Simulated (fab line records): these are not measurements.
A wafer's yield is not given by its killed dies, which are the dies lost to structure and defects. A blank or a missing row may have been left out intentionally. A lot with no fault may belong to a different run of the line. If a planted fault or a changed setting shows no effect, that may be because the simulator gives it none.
Comparing a struck lot with a sound one :: flow n5_finfet :: 15 out of 1938 route steps
Sound: these wafers, L491.1, L491.2, L491.4. The struck wafers were L504.2, L504.3. At the end, the cause is stated.
At each step with rows: each side's tool, then ch and its chambers, then its first start. Under that, the readings that differ: sound wafers :: struck wafers :: difference of the means :: sigmas: that difference in standard deviations of wafers without a fault.
alike: same words and numbers on both sides, and readings whose means sit less than 2 such deviations apart. not compared: any withheld reading, any reading some wafer has no value for, any bound like >300 that may hide the same value, and any number with overlapping values for which the record gives no deviation.
The two part at a step that has a row with sigmas, a row that says differs or no value, or rows on one side only. Numbers that have no deviation but don't overlap get no sigmas and don't part them. Lack of a reading on every wafer of one side parts them only where that side has two or more wafers.

first, 1 step without rows for these wafers: N5_BEOL_M9_STRIP_80 (strips in N2/H2, time 10 s).
N5_BEOL_M9_OCD_MEAS_38:
  sound: ocd-02 at day 10 18:07; struck: ocd-01 at day 14 19:52
  alike: trench_depth_nm
then, 4 steps without rows for these wafers: N5_BEOL_M9_HM_STRIP_39 (strips TiN in peroxide tin strip, target depth 25 nm, time 158 s); N5_BEOL_M9_SRD_40 (time 30 s); N5_BEOL_M9_PRECLEAN_42 (cleans in residue remover, time 60 s); N5_BEOL_M9_SRD_43 (time 30 s).
N5_BEOL_M9_CD_MEAS_35: target cd 70 nm, target cd y 40 nm.
  sound: cd_sem-02 at day 10 18:16; struck: cd_sem-02 at day 14 20:01
  alike: cd_nm
N5_BEOL_M9_CURE_72: cures SiCOH lowk, time 120 s.
  sound on uv_cure-02 ch 1, day 10 18:31; struck on uv_cure-02 ch 1, day 14 20:07
  alike: lamp_power_pct, wafer_temp_C_max
then, 1 step without rows for these wafers: N5_BEOL_M9_DEGAS_44 (time 60 s).
N5_BEOL_M9_PRE_CLEAN_45: time 30 s.
  sound: pvd_sputter-03 at day 10 19:29; struck: pvd_sputter-03 at day 14 20:29
  alike: heater_power_w
N5_BEOL_M9_ALD_74: deposits TaN, target thk 2 nm, pulse time 2 s, purge time 3 s.
  sound on ald_metal-01 ch 0,1,3, day 10 19:33; struck on ald_metal-04 ch 0,1, day 14 20:34
  alike: chamber_pressure_Torr, heater_power_w
N5_BEOL_M9_SURFACE_TREAT_79:
  sound: pvd_sputter-01 at day 10 19:53; struck: pvd_sputter-01 at day 14 20:50
  not compared: throttle_valve_pct
N5_BEOL_M9_CVD_78: deposits Co from CCTBA/H2, target thk 2 nm, time 138.9 s.
  sound on cvd_co-02 ch 0,2, day 10 20:01; struck on cvd_co-01 ch 0,2, day 14 20:54
reading: run_length_s (s)
sound: 161.7 162.3 162.0
struck: 223.6 223.3
difference: +61.4
sigmas: +99 or more
  alike: chamber_pressure_Torr
N5_BEOL_M9_SPUTTER_48: material Cu, target thk 12 nm, time 2 s.
  sound: pvd_sputter-03 at day 10 20:11; struck: pvd_sputter-01 at day 14 21:01
  alike: substrate_temp_c, throttle_valve_pct
then, 1 step without rows for these wafers: N5_PASSIVATION_PROBE_49.

== WHERE THEY PART ==
Within this record, at N5_BEOL_M9_CVD_78 only. Later steps at which nothing parts them and some readings are alike: N5_BEOL_M9_SPUTTER_48.

WHY: what had been put in by the simulator
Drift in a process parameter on cvd_co-01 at N5_BEOL_M9_CVD_78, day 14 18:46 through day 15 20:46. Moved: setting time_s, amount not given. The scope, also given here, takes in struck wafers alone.
